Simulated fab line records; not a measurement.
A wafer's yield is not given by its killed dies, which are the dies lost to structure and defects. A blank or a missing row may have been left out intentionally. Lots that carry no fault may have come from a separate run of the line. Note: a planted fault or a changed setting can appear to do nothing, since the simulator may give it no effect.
Split-lot study || flow n5_finfet || 39 wafers read from 7 lots, route of 1938 steps

ON THE SPLIT
At N5_BEOL_M11_ILD_DEP_00 (deposits SiCOH lowk from DEMS/porogen, target thk 308.51 nm, time 58 s), the setting time_s was moved away from the recipe's 58 s on 15 of the 39 wafers read, by -46.0% to +34.8%. This setting was run at the recipe's value on the other wafers.

FROM THE SPLIT TO THE READING: what the file shows between them, 1 step
- N5_BEOL_M11_CURE_71: cures SiCOH lowk, time 240 s

THE READING
M11_ILD_THK at N5_BEOL_M11_THK_MEAS_01, in nm. Fault-free wafers of this fab line usually give 270 nm, standard deviation 3.6 nm.

{"wafer": "L074.1", "tool, chamber at the split": "pecvd-04, 1", "time_s as run, s": 58, "against the recipe": "recipe", "M11_ILD_THK, nm": 268, "against lot-mates on the recipe": "-"}
{"wafer": "L074.2", "tool, chamber at the split": "pecvd-04, 0", "time_s as run, s": 58, "against the recipe": "recipe", "M11_ILD_THK, nm": 265, "against lot-mates on the recipe": "-"}
{"wafer": "L074.3", "tool, chamber at the split": "pecvd-04, 2", "time_s as run, s": 58, "against the recipe": "recipe", "M11_ILD_THK, nm": 267, "against lot-mates on the recipe": "-"}
{"wafer": "L074.4", "tool, chamber at the split": "pecvd-04, 0", "time_s as run, s": 58, "against the recipe": "recipe", "M11_ILD_THK, nm": 266, "against lot-mates on the recipe": "-"}
{"wafer": "L074.5", "tool, chamber at the split": "pecvd-04, 2", "time_s as run, s": 58, "against the recipe": "recipe", "M11_ILD_THK, nm": 271, "against lot-mates on the recipe": "-"}
{"wafer": "L074.6", "tool, chamber at the split": "pecvd-04, 1", "time_s as run, s": 58, "against the recipe": "recipe", "M11_ILD_THK, nm": 272, "against lot-mates on the recipe": "-"}
{"wafer": "L075.1", "tool, chamber at the split": "pecvd-02, 1", "time_s as run, s": 58, "against the recipe": "recipe", "M11_ILD_THK, nm": 269, "against lot-mates on the recipe": "-"}
{"wafer": "L075.4", "tool, chamber at the split": "pecvd-02, 0", "time_s as run, s": 58, "against the recipe": "recipe", "M11_ILD_THK, nm": 275, "against lot-mates on the recipe": "-"}
{"wafer": "L075.5", "tool, chamber at the split": "pecvd-02, 1", "time_s as run, s": 58, "against the recipe": "recipe", "M11_ILD_THK, nm": 273, "against lot-mates on the recipe": "-"}
{"wafer": "L080.1", "tool, chamber at the split": "pecvd-02, 2", "time_s as run, s": 31.32, "against the recipe": "-46.0%", "M11_ILD_THK, nm": 148, "against lot-mates on the recipe": -124}
{"wafer": "L080.2", "tool, chamber at the split": "pecvd-02, 1", "time_s as run, s": 58, "against the recipe": "recipe", "M11_ILD_THK, nm": 270, "against lot-mates on the recipe": "-"}
{"wafer": "L080.3", "tool, chamber at the split": "pecvd-02, 0", "time_s as run, s": 31.32, "against the recipe": "-46.0%", "M11_ILD_THK, nm": 152, "against lot-mates on the recipe": -120}
{"wafer": "L080.4", "tool, chamber at the split": "pecvd-02, 2", "time_s as run, s": 58, "against the recipe": "recipe", "M11_ILD_THK, nm": 273, "against lot-mates on the recipe": "-"}
{"wafer": "L080.5", "tool, chamber at the split": "pecvd-02, 1", "time_s as run, s": 58, "against the recipe": "recipe", "M11_ILD_THK, nm": 272, "against lot-mates on the recipe": "-"}
{"wafer": "L080.6", "tool, chamber at the split": "pecvd-02, 0", "time_s as run, s": 31.32, "against the recipe": "-46.0%", "M11_ILD_THK, nm": 151, "against lot-mates on the recipe": -121}
{"wafer": "L084.1", "tool, chamber at the split": "pecvd-02, 2", "time_s as run, s": 44.03, "against the recipe": "-24.1%", "M11_ILD_THK, nm": 209, "against lot-mates on the recipe": -62}
{"wafer": "L084.2", "tool, chamber at the split": "pecvd-02, 0", "time_s as run, s": 58, "against the recipe": "recipe", "M11_ILD_THK, nm": 272, "against lot-mates on the recipe": "-"}
{"wafer": "L084.3", "tool, chamber at the split": "pecvd-02, 1", "time_s as run, s": 58, "against the recipe": "recipe", "M11_ILD_THK, nm": 268, "against lot-mates on the recipe": "-"}
{"wafer": "L084.4", "tool, chamber at the split": "pecvd-02, 0", "time_s as run, s": 44.03, "against the recipe": "-24.1%", "M11_ILD_THK, nm": 210, "against lot-mates on the recipe": -61}
{"wafer": "L084.5", "tool, chamber at the split": "pecvd-02, 2", "time_s as run, s": 44.03, "against the recipe": "-24.1%", "M11_ILD_THK, nm": 213, "against lot-mates on the recipe": -58}
{"wafer": "L084.6", "tool, chamber at the split": "pecvd-02, 1", "time_s as run, s": 58, "against the recipe": "recipe", "M11_ILD_THK, nm": 273, "against lot-mates on the recipe": "-"}
{"wafer": "L087.1", "tool, chamber at the split": "pecvd-04, 2", "time_s as run, s": 58, "against the recipe": "recipe", "M11_ILD_THK, nm": 265, "against lot-mates on the recipe": "-"}
{"wafer": "L087.2", "tool, chamber at the split": "pecvd-04, 0", "time_s as run, s": 39.61, "against the recipe": "-31.7%", "M11_ILD_THK, nm": 183, "against lot-mates on the recipe": -87}
{"wafer": "L087.3", "tool, chamber at the split": "pecvd-04, 1", "time_s as run, s": 58, "against the recipe": "recipe", "M11_ILD_THK, nm": 272, "against lot-mates on the recipe": "-"}
{"wafer": "L087.4", "tool, chamber at the split": "pecvd-04, 0", "time_s as run, s": 39.61, "against the recipe": "-31.7%", "M11_ILD_THK, nm": 187, "against lot-mates on the recipe": -83}
{"wafer": "L087.5", "tool, chamber at the split": "pecvd-04, 1", "time_s as run, s": 58, "against the recipe": "recipe", "M11_ILD_THK, nm": 274, "against lot-mates on the recipe": "-"}
{"wafer": "L087.6", "tool, chamber at the split": "pecvd-04, 2", "time_s as run, s": 39.61, "against the recipe": "-31.7%", "M11_ILD_THK, nm": 186, "against lot-mates on the recipe": -84}
{"wafer": "L088.1", "tool, chamber at the split": "pecvd-04, 1", "time_s as run, s": 78.18, "against the recipe": "+34.8%", "M11_ILD_THK, nm": 364, "against lot-mates on the recipe": "+94"}
{"wafer": "L088.2", "tool, chamber at the split": "pecvd-04, 2", "time_s as run, s": 78.18, "against the recipe": "+34.8%", "M11_ILD_THK, nm": 360, "against lot-mates on the recipe": "+90"}
{"wafer": "L088.3", "tool, chamber at the split": "pecvd-04, 0", "time_s as run, s": 58, "against the recipe": "recipe", "M11_ILD_THK, nm": 267, "against lot-mates on the recipe": "-"}
{"wafer": "L088.4", "tool, chamber at the split": "pecvd-04, 0", "time_s as run, s": 58, "against the recipe": "recipe", "M11_ILD_THK, nm": 270, "against lot-mates on the recipe": "-"}
{"wafer": "L088.5", "tool, chamber at the split": "pecvd-04, 2", "time_s as run, s": 58, "against the recipe": "recipe", "M11_ILD_THK, nm": 272, "against lot-mates on the recipe": "-"}
{"wafer": "L088.6", "tool, chamber at the split": "pecvd-04, 1", "time_s as run, s": 78.18, "against the recipe": "+34.8%", "M11_ILD_THK, nm": 367, "against lot-mates on the recipe": "+97"}
{"wafer": "L091.1", "tool, chamber at the split": "pecvd-02, 0", "time_s as run, s": 58, "against the recipe": "recipe", "M11_ILD_THK, nm": 274, "against lot-mates on the recipe": "-"}
{"wafer": "L091.2", "tool, chamber at the split": "pecvd-02, 1", "time_s as run, s": 58, "against the recipe": "recipe", "M11_ILD_THK, nm": 271, "against lot-mates on the recipe": "-"}
{"wafer": "L091.3", "tool, chamber at the split": "pecvd-02, 2", "time_s as run, s": 41.15, "against the recipe": "-29.1%", "M11_ILD_THK, nm": 197, "against lot-mates on the recipe": -76}
{"wafer": "L091.4", "tool, chamber at the split": "pecvd-02, 2", "time_s as run, s": 41.15, "against the recipe": "-29.1%", "M11_ILD_THK, nm": 200, "against lot-mates on the recipe": -73}
{"wafer": "L091.5", "tool, chamber at the split": "pecvd-02, 0", "time_s as run, s": 41.15, "against the recipe": "-29.1%", "M11_ILD_THK, nm": 195, "against lot-mates on the recipe": -78}
{"wafer": "L091.6", "tool, chamber at the split": "pecvd-02, 1", "time_s as run, s": 58, "against the recipe": "recipe", "M11_ILD_THK, nm": 275, "against lot-mates on the recipe": "-"}

THE FIT
A straight line over all 39 wafers: M11_ILD_THK changes by +2.62 nm for each +1% of time_s; r = +1.00; the points scatter about the line by 3.1 nm.
The same after taking each lot's own level away (the mean of its wafers on the recipe; 39 wafers): +2.65 nm for each +1%; r = +1.00; scatter 2.6 nm.
According to that fit, moving time_s by its largest amount changes the reading by 1.2e+02 nm.
From 268.2 to 273.3 nm: that is the span of the lots' own levels, equal to 1.4 times the standard deviation above.
Hence the lot-to-lot level has little effect on the slope; both slopes agree.
Check: for one of the wafers moved furthest among these (-46.0%), held out of the fit, the line's prediction against its lot-mates is -121 nm. It came out at -124 nm against them.

THESE WAFERS: OTHER SPLITS
These wafers also went through other splits before the reading. Each is held against what the fit with the lots' levels taken away leaves over:
{"other split on the same wafers": "N5_ZERO_LAYER_DEVELOP_10 develop_time_s", "wafers away from the commonest value": 15, "r with M11_ILD_THK (lot level and that fit taken away)": "+0.01"}
{"other split on the same wafers": "N5_FIN_CUT_CUT_ETCH_26 time_s", "wafers away from the commonest value": 12, "r with M11_ILD_THK (lot level and that fit taken away)": -0.28}
{"other split on the same wafers": "N5_MOL_CONTACT_COAG_SPUTTER_143 target_thk_a", "wafers away from the commonest value": 18, "r with M11_ILD_THK (lot level and that fit taken away)": "+0.10"}
{"other split on the same wafers": "N5_BEOL_M3_CVD_47 target_thk_a", "wafers away from the commonest value": 12, "r with M11_ILD_THK (lot level and that fit taken away)": "+0.09"}
{"other split on the same wafers": "N5_BEOL_M6_DEP_56 time_s", "wafers away from the commonest value": 12, "r with M11_ILD_THK (lot level and that fit taken away)": -0.06}
{"other split on the same wafers": "N5_BEOL_M9_ILD_DEP_00 target_thk_a", "wafers away from the commonest value": 12, "r with M11_ILD_THK (lot level and that fit taken away)": "+0.16"}

THE WHOLE CHAIN: every reading that the file lists as answering this split, in the file's order
{"step": "N5_BEOL_M11_ILD_DEP_00", "what it does": "deposits SiCOH lowk from DEMS/porogen, target thk 308.51 nm, time 58 s", "reading": "SiCOH_lowk_of_BEOL_M11_ILD_DEP_00.thk_nm (the simulator's own value, which no gauge read)", "change (the file's fit)": "+2.99 nm for each +1% of the setting", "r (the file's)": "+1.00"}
{"step": "N5_BEOL_M11_CURE_71", "what it does": "cures SiCOH lowk, time 240 s", "reading": "SiCOH_lowk_of_BEOL_M11_ILD_DEP_00.thk_nm (the simulator's own value, which no gauge read)", "change (the file's fit)": "+2.64 nm for each +1% of the setting", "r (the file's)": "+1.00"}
{"step": "N5_BEOL_M11_THK_MEAS_01", "what it does": "", "reading": "M11_ILD_THK", "change (the file's fit)": "+2.64 for each +1% of the setting", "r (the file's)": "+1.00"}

THE FILE'S OWN FIT
M11_ILD_THK changes by +2.64 nm for each +1% of time_s, r = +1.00.
